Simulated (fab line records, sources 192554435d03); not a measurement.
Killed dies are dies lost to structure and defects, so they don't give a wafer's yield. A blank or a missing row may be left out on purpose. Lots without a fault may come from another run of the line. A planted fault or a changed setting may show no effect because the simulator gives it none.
Chamber matching | flow n5_finfet | N5_BEOL_M11_CURE_71 on uv_cure-02: 3 sister chambers
The step cures SiCOH lowk, time 240 s. 3 wafers are shown with their chamber, then 10 later ones without.

WAFERS WITH THEIR CHAMBER
wafer  | chamber | wafer_temp_C_max
L078.4 | 0       | 389.0
L088.5 | 1       | 386.9
L094.2 | 2       | 386.6

WAFERS WITHOUT THEIR CHAMBER
wafer  | wafer_temp_C_max
L094.4 | 386.6
L095.1 | 389.0
L095.2 | 388.4
L095.3 | 388.6
L095.4 | 387.9
L095.5 | 387.9
L095.6 | 388.6
L096.1 | 386.8
L096.5 | 386.6
L096.6 | 387.0

WHICH CHAMBER EACH WENT THROUGH
wafer  | from the rows above          | in truth
L094.4 | can't be placed: 2 or 1      | 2
L095.1 | 0                            | 0
L095.2 | can't be placed: 0 or 1      | 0
L095.3 | 0                            | 0
L095.4 | can't be placed: 1 or 0 or 2 | 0
L095.5 | can't be placed: 1 or 0 or 2 | 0
L095.6 | 0                            | 0
L096.1 | can't be placed: 1 or 2      | 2
L096.5 | can't be placed: 2 or 1      | 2
L096.6 | can't be placed: 1 or 2      | 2
Placed correctly: 3 of 10. Can't be placed from these rows: 7 (the true chamber is among the candidates in 7). Placed wrongly: 0.
How it was worked out, from the rows above alone: a wafer's distance from a chamber is the root of the sum, over the readings, of the square of ((its reading less the chamber's mean) divided by the reading's scatter). The wafer belongs to the nearest chamber; if the next one is less than 2 further off, it can't be placed. A chamber's mean is the mean of its shown wafers. The scatter: with one shown wafer a chamber, the root of the mean of the squares of how far each hidden wafer lies from its nearest shown one.
